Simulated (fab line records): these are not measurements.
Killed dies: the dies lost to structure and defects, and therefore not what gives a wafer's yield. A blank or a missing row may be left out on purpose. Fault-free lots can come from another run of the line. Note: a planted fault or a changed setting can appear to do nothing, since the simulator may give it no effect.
Split-lot experiment -- flow n5_finfet -- 7 lots, 39 wafers read, on a route of 1938 steps

## SPLIT DETAILS
At N5_MOL_CONTACT_COAG_VIA_ETCH_117 (etches SiO2 in C4F6/O2, target depth 40 nm, overetch 8 nm, time 26 s), the setting target_depth_a was moved away from the recipe's 400 angstrom on 18 of the 39 wafers read, by -11.2% to +9.9%. For the rest of the wafers, this setting stayed at what the recipe calls for.

Reading taken at the split's own step.

## THE READING
SOC_of_MOL_CONTACT_COAG_COAT_62.thk_nm (the simulator's own value, which no gauge read), in nm, at N5_MOL_CONTACT_COAG_VIA_ETCH_117 (etches SiO2 in C4F6/O2, target depth 40 nm, overetch 8 nm, time 26 s). The file does not state a usual value for it. Average 51.5 nm, standard deviation 0.18 nm, over the 21 wafers here run with the recipe.

wafer,"tool, chamber at the split","target_depth_a as run, angstrom",against the recipe,"SOC_of_MOL_CONTACT_COAG_COAT_62.thk_nm, nm",against lot-mates on the recipe
L078.1,"rie_diel-05, 2",400,recipe,51.4,-
L078.5,"rie_diel-05, 3,2",400,recipe,51.2,-
L078.6,"rie_diel-05, 3,2",400,recipe,51.2,-
L080.1,"rie_diel-01, 2",400,recipe,51.2,-
L080.2,"rie_diel-01, 3",400,recipe,51.4,-
L080.3,"rie_diel-01, 0",400,recipe,51.6,-
L080.4,"rie_diel-01, 1",357.5,-10.6%,52,+0.6
L080.5,"rie_diel-01, 2,3",357.5,-10.6%,51.8,+0.4
L080.6,"rie_diel-01, 2,3",357.5,-10.6%,51.8,+0.4
L082.1,"rie_diel-01, 1,0",400,recipe,51.6,-
L082.3,"rie_diel-01, 1,0",400,recipe,51.6,-
L082.2,"rie_diel-01, 2",423.5,+5.9%,51,-0.5
L082.4,"rie_diel-01, 3",400,recipe,51.4,-
L082.5,"rie_diel-01, 1",423.5,+5.9%,51.2,-0.3
L082.6,"rie_diel-01, 0",423.5,+5.9%,51.4,-0.1
L083.1,"rie_diel-06, 3,2",400,recipe,51.6,-
L083.5,"rie_diel-06, 3,2",400,recipe,51.6,-
L083.2,"rie_diel-06, 2",400,recipe,51.8,-
L083.3,"rie_diel-06, 1",419.7,+4.9%,51.2,-0.5
L083.4,"rie_diel-06, 1",419.7,+4.9%,51.2,-0.5
L083.6,"rie_diel-06, 3",419.7,+4.9%,51.4,-0.3
L084.1,"rie_diel-05, 3,2",367.1,-8.2%,51.8,+0.4
L084.2,"rie_diel-05, 3,2",367.1,-8.2%,51.8,+0.4
L084.3,"rie_diel-05, 1,0,1",400,recipe,51.4,-
L084.4,"rie_diel-05, 1,0,1",400,recipe,51.4,-
L084.5,"rie_diel-05, 1,0,1",400,recipe,51.4,-
L084.6,"rie_diel-05, 0",367.1,-8.2%,51.6,+0.2
L089.1,"rie_diel-05, 3,2,0",400,recipe,51.4,-
L089.2,"rie_diel-05, 3,2,0",400,recipe,51.4,-
L089.5,"rie_diel-05, 3,2,0",400,recipe,51.4,-
L089.3,"rie_diel-05, 1",355.2,-11.2%,52.2,+0.8
L089.4,"rie_diel-05, 0",355.2,-11.2%,52,+0.6
L089.6,"rie_diel-05, 3",355.2,-11.2%,51.8,+0.4
L092.1,"rie_diel-06, 3,1",400,recipe,51.8,-
L092.2,"rie_diel-06, 3,1",400,recipe,51.8,-
L092.3,"rie_diel-06, 0",400,recipe,51.6,-
L092.4,"rie_diel-06, 2,3",439.8,+9.9%,51.4,-0.3
L092.5,"rie_diel-06, 2,3",439.8,+9.9%,51.4,-0.3
L092.6,"rie_diel-06, 0",439.8,+9.9%,51,-0.7
When a row names more than one chamber, that row covers several wafers, and the file does not tell which wafer ran in which chamber.

FIT RESULTS
A straight line over all 39 wafers: SOC_of_MOL_CONTACT_COAG_COAT_62.thk_nm changes by -0.0361 nm for each +1% of target_depth_a; r = -0.78; the points scatter about the line by 0.18 nm.
The same after taking each lot's own level away (the mean of its wafers on the recipe; 39 wafers): -0.05 nm for each +1%; r = -0.92; scatter 0.13 nm.
The reading moves by 0.56 nm for the largest change in target_depth_a, on that fit.
Across the lots, their own levels run from 51.27 to 51.73 nm, a range of 2.6 times the standard deviation given above.
So the lot-to-lot level blurs the effect unless lot-mates are compared.
Check: for one of the wafers moved furthest among these (-11.2%), held out of the fit, the line's prediction against its lot-mates is +0.509 nm. Against them it came out at +0.8 nm.

## THESE WAFERS: OTHER SPLITS
These wafers also went through other splits before the reading. Each is held against what the fit with the lots' levels taken away leaves over:
other split on the same wafers,wafers away from the commonest value,r with SOC_of_MOL_CONTACT_COAG_COAT_62.thk_nm (lot level and that fit taken away)
N5_HKMG_FIN_ETCH_54 bias_w,12,-0.10
N5_HKMG_FIN_CVD_62 target_thk_a,15,+0.03
N5_HKMG_FIN_ETCH_35 source_w,12,-0.01
N5_GATE_CUT_ETCH_58 bias_w,12,+0.14
N5_MOL_CONTACT_COAG_ETCHBACK_135 target_depth_a,15,+0.26

## THE FILE'S OWN FIT
SOC_of_MOL_CONTACT_COAG_COAT_62.thk_nm changes by -0.0496 nm for each +1% of target_depth_a, r = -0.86.
